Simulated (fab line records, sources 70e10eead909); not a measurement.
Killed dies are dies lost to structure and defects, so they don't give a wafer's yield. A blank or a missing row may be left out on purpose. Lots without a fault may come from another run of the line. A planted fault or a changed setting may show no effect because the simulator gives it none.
fab line records | flow nand_harc
record lots=5 wafers=15 last_day=21
route steps=1159 shown P_M2@340 P_BONDPAD@351
lots that met no fault: from a run of the same line without faults
start_h: hours from the record's first day to the start of the lot's first wafer shown | wait_h: hours since the lot's step before | " the same as in the row above | L1.1+2: a row that stands for several wafers | - no value, or no start given | * or withheld: withheld | < > ~ a bound
route shown NAME@n: a module of which the file shows steps, and the number in the route of the first | usual: mean/standard deviation of fault-free wafers | same: alike in all rows | chamber/n: place in a boat | sites: the reading at each site | _std_site: their standard deviation | _edge_site: outer sites' mean less inner sites' | radius_mm: how far each site lies from the wafer's centre | mask NAME#n: copy n | behind: the tool/chamber that last shaped the wafer | hold: why the lot was held/for how many hours/how that ended | device: the transistor (n, p or np) that didn't switch | end of line: the same wafers' tests at the end of the route | a step without rows: its recipe alone | killed: dies lost to structure and defects at the first sort, not the wafer's yield | map: a wafer's dies, x killed, . not, _ none there
set.NAME: the setting as run; set.NAME@STEP: as run at that earlier step | model.NAME: the simulator's own value behind a step, which no gauge read
lots at some steps of the route; a table a step, a row a wafer
services: from which hour (start_h, from the record's first day; less than 0 if before it) a tool's chamber was out of use, for how many hours, and why
## steps
# step NHARC_P_M2_PVD_20
# recipe target_thk_a=50 bias_v=168.6 power_w=15000 chamber_pressure_pa=0.12 time_s=8.06 substrate_temp_c=50 material=TaN
# usual chamber_pressure_pa=0.11994/0.00024 substrate_temp_c=49.99/0.11 throttle_valve_pct=30.3/0.9
# columns lot.wafer tool chamber start_h wait_h chamber_pressure_pa substrate_temp_c throttle_valve_pct
L076.4 pvd_sputter-01 - - - 0.12004 49.97 29.2
L076.1 " - " " 0.11986 50.11 31.8
L076.5 " - " " 0.11975 50.00 29.5
L079.2 pvd_sputter-01 - - - 0.11963 50.23 29.6
L079.3 " - " " 0.12 49.95 31.8
L079.6 " - " " 0.12046 49.99 31.9
L083.2 pvd_sputter-02 - - - 0.11978 49.83 30.5
L083.1 " - " " 0.11997 49.80 31.0
L083.6 " - " " 0.11976 49.92 28.8
L088.4 pvd_sputter-03 - - - 0.12016 49.97 29.8
L088.2 " - " " 0.11961 50.19 30.5
L088.5 " - " " 0.11963 49.85 30.7
L086.4 pvd_sputter-01 - - - 0.11979 49.96 29.8
L086.1 " - " " 0.12012 49.93 29.7
L086.6 " - " " 0.1202 50.15 31.8
# step NHARC_P_M2_PVD_21
# recipe target_thk_a=300 chamber_pressure_pa=5 power_w=5000 substrate_temp_c=30 time_s=20.49 material=Cu
# usual chamber_pressure_pa=4.999/0.011 substrate_temp_c=30.00/0.11 throttle_valve_pct=30.3/0.92
# columns lot.wafer tool chamber start_h wait_h chamber_pressure_pa substrate_temp_c throttle_valve_pct
L076.4 pvd_sputter-01 - - - 4.989 29.73 31.2
L076.1 " - " " 5.003 30.00 29.4
L076.5 " - " " 5.009 29.94 31.1
L079.3 pvd_sputter-01 - - - 4.999 29.79 31.6
L079.2 " - " " 5.004 29.97 31.8
L079.6 " - " " 4.990 29.93 29.4
L083.2 pvd_sputter-02 - - - 4.982 30.03 31.1
L083.1 " - " " 4.976 29.75 30.7
L083.6 " - " " 4.995 30.03 30.9
L088.2 pvd_sputter-03 - - - 5.011 30.05 30.5
L088.4 " - " " 4.986 29.86 30.3
L088.5 " - " " 5.000 29.93 30.6
L086.4 pvd_sputter-01 - - - 4.997 30.02 29.8
L086.1 " - " " 4.987 30.23 31.7
L086.6 " - " " 4.998 30.03 30.9
# step NHARC_P_M2_ECD_22
# recipe target_thk_a=4000 bath_temp_c=25 material=Cu
# columns lot.wafer tool chamber start_h wait_h
L076.1+4+5 ecd_cu-02 1,0,1 137.79 -
L079.2+3+6 ecd_cu-02 0,1,0 147.26 -
L083.2+1+6 ecd_cu-01 1,0,1 181.01 -
L088.2+4+5 ecd_cu-01 0,1,0 200.73 -
L086.1+4+6 ecd_cu-02 1,1,0 202.90 -
# step NHARC_P_M2_ANNEAL_31
# recipe temp_c=225 time_s=90
# usual wafer_temp_C_max=225.7/0.32
# columns lot.wafer tool chamber start_h wait_h wafer_temp_C_max
L076.1 rtp_anneal-02 0 138.17 - 225.3
L076.4 " 0 " " 225.4
L076.5 " 0 " " 225.6
L079.2 rtp_anneal-01 0 147.69 - 226.2
L079.3 " 0 " " 226.0
L079.6 " 0 " " 226.0
L083.1 rtp_anneal-02 0 181.42 - 225.5
L083.2 " 0 " " 225.5
L083.6 " 0 " " 225.6
L088.2 rtp_anneal-02 0 201.11 - 225.4
L088.4 " 0 " " 225.2
L088.5 " 0 " " 225.3
L086.1 rtp_anneal-01 0 203.28 - 225.7
L086.4 " 0 " " 225.9
L086.6 " 0 " " 225.8
# step NHARC_P_M2_CMP_23
# recipe t_overpolish_s=20 target_thk_nm=144.3
# usual motor_current_A=12.1/1.1 slurry_filter_dp_kPa=13.50/0.13 time_to_endpoint_s=29.7/2.2
# columns lot.wafer tool chamber start_h wait_h motor_current_A slurry_filter_dp_kPa time_to_endpoint_s
L076.4 cmp-01 2 138.57 - 12.9 13.46 28.5
L076.1 " 3 " " 12.6 13.55 29.7
L076.5 " 1 " " 10.0 13.42 29.9
L079.2 cmp-01 1 147.98 - 9.5 13.67 27.7
L079.3 " 2 " " 12.3 13.43 25.7
L079.6 " 2 " " 12.8 13.29 26.5
L083.1 cmp-03 1 181.79 - 12.1 13.39 31.9
L083.2 " 3 " " 13.1 13.42 33.9
L083.6 " 0 " " 13.5 13.57 28.6
L088.4 cmp-02 1 201.46 - 12.2 13.25 30.7
L088.2 " 2 " " 11.7 13.56 28.2
L088.5 " 0 " " 13.5 13.69 27.6
L086.4 cmp-03 0 203.66 - 11.8 13.66 24.9
L086.1 " 1 " " 12.1 13.65 30.3
L086.6 " 3 " " 13.8 13.49 30.5
# step NHARC_P_M2_THK_MEAS_24
# recipe thk_meas_gauge=xrf
# usual thk_nm=144.4/1.4
# columns lot.wafer tool chamber start_h wait_h thk_nm
L076.1 film_metro-02 - 138.83 - 145.1
L076.4 " - " " 142.3
L076.5 " - " " 146.0
L079.2 film_metro-02 - 148.30 - 142.0
L079.3 " - " " 141.6
L079.6 " - " " 141.7
L083.1 film_metro-02 - 182.08 - 144.5
L083.2 " - " " 144.7
L083.6 " - " " 143.6
L088.2 film_metro-01 - 201.71 - 143.0
L088.4 " - " " 146.5
L088.5 " - " " 144.8
L086.1 film_metro-01 - 203.94 - 146.1
L086.4 " - " " 144.2
L086.6 " - " " 144.4
# step NHARC_P_M2_SRD_25
# columns lot.wafer tool chamber start_h wait_h
L076.1+5+4 wet_bench-08 6,7,2 138.87 0.0
L079.6+3+2 wet_bench-08 4,7,0 148.34 0.0
L083.1+2+6 wet_bench-08 3,5,6 182.12 0.0
L088.4+5+2 wet_bench-08 7,2,3 201.76 0.0
L086.6+4+1 wet_bench-08 5,6,0 203.99 0.0
# step NHARC_P_M2_INSPECT_27
# usual raw_defect_count=304/110
# columns lot.wafer tool chamber start_h wait_h raw_defect_count
L076.1 defect_inspect-01 - 138.99 0.0 458
L076.4 " - " " 392
L076.5 " - " " 168
L079.2 defect_inspect-01 - 148.45 0.0 351
L079.3 " - " " 287
L079.6 " - " " 210
L083.1 defect_inspect-01 - 182.24 0.0 435
L083.2 " - " " 174
L083.6 " - " " 546
L088.2 defect_inspect-01 - 201.87 0.0 214
L088.4 " - " " 326
L088.5 " - " " 274
L086.1 defect_inspect-01 - 204.10 0.0 333
L086.4 " - " " 360
L086.6 " - " " 314
# step NHARC_P_M2_PRE_CLEAN_32
# recipe time_s=12 temp_c=370 rf_power_w=300 gas=NH3
# usual heater_power_w=671/76 rf_fwd_power_W=292.7/0.93
# columns lot.wafer tool chamber start_h wait_h heater_power_w rf_fwd_power_W
L076.1 pecvd-02 2 139.08 0.1 765 292.0
L076.4 " 0 " " 765 292.4
L076.5 " 1 " " 542 292.7
L079.3 pecvd-03 0 148.53 0.1 539 294.0
L079.2 " 1 " " 728 293.5
L079.6 " 1 " " 719 293.6
L083.1 pecvd-02 1 182.30 0.1 514 293.0
L083.2 " 0 " " 830 293.0
L083.6 " 1 " " 521 294.1
L088.2 pecvd-02 0 201.96 0.1 823 293.3
L088.4 " 1 " " 571 293.8
L088.5 " 0 " " 828 293.5
L086.1 pecvd-03 0 204.18 0.1 620 294.5
L086.4 " 1 " " 766 292.6
L086.6 " 1 " " 744 292.5
# step NHARC_P_M2_DEP_33
# recipe target_thk_a=300 temp_c=370 target_thk_nm=30 pressure_torr=3 flow_sccm=200 rf_w=450 material=SiCN
# usual heater_power_w=618/69 rf_fwd_power_W=449.1/1.3
# columns lot.wafer tool chamber start_h wait_h heater_power_w rf_fwd_power_W
L076.1 pecvd-02 2 139.22 0.1 616 450.1
L076.4 " 0 " " 702 447.7
L076.5 " 1 " " 523 446.8
L079.3 pecvd-03 0 148.64 0.1 517 448.6
L079.2 " 1 " " 703 451.0
L079.6 " 1 " " 708 449.9
L083.1 pecvd-02 1 182.38 0.1 529 448.8
L083.2 " 0 " " 735 448.4
L083.6 " 1 " " 535 449.4
L088.2 pecvd-02 0 202.10 0.1 711 450.0
L088.4 " 1 " " 523 449.7
L088.5 " 0 " " 710 449.8
L086.1 pecvd-03 0 204.35 0.1 564 450.6
L086.4 " 1 " " 652 447.1
L086.6 " 1 " " 634 446.9
# step NHARC_P_BONDPAD_DEP_00
# recipe target_thk_a=2500 temp_c=370 target_thk_nm=250 pressure_torr=3 flow_sccm=200 rf_w=450 material=SiCN
# usual heater_power_w=624/76 rf_fwd_power_W=449.2/1.4
# columns lot.wafer tool chamber start_h wait_h heater_power_w rf_fwd_power_W
L076.1 pecvd-02 2 - - 698 449.9
L076.5 " 0 " " 753 448.5
L076.4 " 1 " " 528 451.6
L079.3 pecvd-01 1 149.01 - 661 451.2
L079.2 " 0 " " 644 449.3
L079.6 " 0 " " 649 449.0
L083.1 pecvd-03 1 182.80 - 595 450.0
L083.2 " 0 " " 540 449.0
L083.6 " 1 " " 607 451.0
L088.2 pecvd-01 1 202.43 - 608 450.0
L088.4 " 1 " " 616 449.8
L088.5 " 0 " " 632 450.0
L086.1 pecvd-02 0 205.02 0.6 637 450.3
L086.4 " 1 " " 510 449.9
L086.6 " 2 " " 676 449.1
# step NHARC_P_BONDPAD_CMP_32
# recipe target_thk_nm=200 material=SiCN
# usual motor_current_A=11.9/1.2 slurry_filter_dp_kPa=13.48/0.13
# columns lot.wafer tool chamber start_h wait_h motor_current_A slurry_filter_dp_kPa
L076.4 cmp-02 1 139.93 - 12.4 13.57
L076.1 " 2 " " 12.2 13.41
L076.5 " 1 " " 13.0 13.40
L079.3 cmp-01 1 149.45 - 9.9 13.33
L079.2 " 2 " " 12.6 13.22
L079.6 " 1 " " 9.4 13.70
L083.1 cmp-04 3 183.25 - 11.0 13.61
L083.2 " 1 " " 10.5 13.34
L083.6 " 2 " " 12.5 13.62
L088.4 cmp-02 1 202.86 - 12.2 13.51
L088.2 " 3 " " 11.3 13.48
L088.5 " 1 " " 12.2 13.47
L086.1 cmp-01 3 205.45 - 12.0 13.59
L086.4 " 0 " " 11.5 13.57
L086.6 " 2 " " 12.0 13.58
# step NHARC_P_BONDPAD_THK_MEAS_33
# recipe thk_meas_gauge=ellipsometry
# usual thk_nm=200.4/1.6
# columns lot.wafer tool chamber start_h wait_h thk_nm
L076.1 film_metro-01 - 140.18 0.2 201.4
L076.4 " - " " 203.5
L076.5 " - " " 201.7
L079.2 film_metro-01 - 149.68 0.2 199.3
L079.3 " - " " 200.3
L079.6 " - " " 198.9
L083.1 film_metro-02 - 183.48 0.2 201.7
L083.2 " - " " 200.1
L083.6 " - " " 200.4
L088.2 film_metro-01 - 203.09 0.2 199.5
L088.4 " - " " 198.5
L088.5 " - " " 200.3
L086.1 film_metro-02 - 205.68 0.2 197.6
L086.4 " - " " 198.0
L086.6 " - " " 196.0
## services
# columns tool chamber start_h hours kind
pecvd-01 - 115.33 5.5 repair
pecvd-03 - 118.62 1.1 repair
pecvd-03 0 124.13 - clean
pecvd-03 1 124.13 - clean
ecd_cu-02 - 124.81 3.2 repair
cmp-02 - 128.50 4.0 pm
cmp-04 - 133.41 0.9 repair
cmp-03 - 141.27 3.6 repair
cmp-02 - 149.42 4.2 repair
pecvd-02 - 153.00 13.0 pm
pecvd-02 0 153.00 13.0 vent_cycle
pecvd-02 1 153.00 13.0 vent_cycle
pecvd-02 2 153.00 13.0 vent_cycle
cmp-03 - 156.09 4.0 pm
pvd_sputter-01 - 158.05 10.0 pm
cmp-02 - 158.80 1.5 repair
pecvd-02 0 166.00 - clean
pecvd-02 1 166.00 - clean
pecvd-02 2 166.00 - clean
pecvd-03 0 169.67 9.2 repair
cmp-02 - 179.23 2.0 repair
cmp-01 - 179.50 4.0 pm
ecd_cu-02 - 180.00 8.0 pm
cmp-04 - 204.64 1.0 repair
## key
fault none
